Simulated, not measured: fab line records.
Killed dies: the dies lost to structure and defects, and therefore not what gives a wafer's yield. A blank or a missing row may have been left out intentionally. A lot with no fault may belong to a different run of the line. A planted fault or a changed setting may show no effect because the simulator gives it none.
Chamber matching / flow nandHarc / NHARC_A_DECK1_JOINT_CMP_02 on cmp-02 has 3 sister chambers
The step polishes SiOx. 3 wafers are shown with their chamber, then 4 later ones without.

== WAFERS PAIRED WITH THEIR CHAMBERS ==
wafer=L572.5; chamber=1; motorCurrentA (A)=12.1
wafer=L572.6; chamber=0; motorCurrentA (A)=13.6
wafer=L579.5; chamber=2; motorCurrentA (A)=14.7

== WAFERS MISSING THEIR CHAMBER ==
wafer=L581.1; motorCurrentA (A)=14.6
wafer=L581.4; motorCurrentA (A)=12.9
wafer=L581.6; motorCurrentA (A)=15.3
wafer=L582.6; motorCurrentA (A)=14.1

== WHICH CHAMBER EACH ONE RAN IN ==
wafer=L581.1; from the rows above=can't be placed: 2 or 0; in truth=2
wafer=L581.4; from the rows above=can't be placed: 0 or 1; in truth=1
wafer=L581.6; from the rows above=2; in truth=2
wafer=L582.6; from the rows above=can't be placed: 0 or 2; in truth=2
Placed correctly: 1 of 4. These rows do not allow placing 3 (true chamber among the candidates in 3). Number placed wrongly: 0.
How it was worked out, from the rows above alone: a wafer's distance from a chamber is the root of the sum, over the readings, of the square of ((its reading less the chamber's mean) divided by the reading's scatter). If the next closest chamber is less than 2 further off than the closest, the wafer can't be placed; otherwise it belongs to the closest. A chamber's mean is the mean of its shown wafers. The scatter (one wafer shown for each chamber): square how far every hidden wafer sits from the nearest shown wafer, average those squares and take the square root.
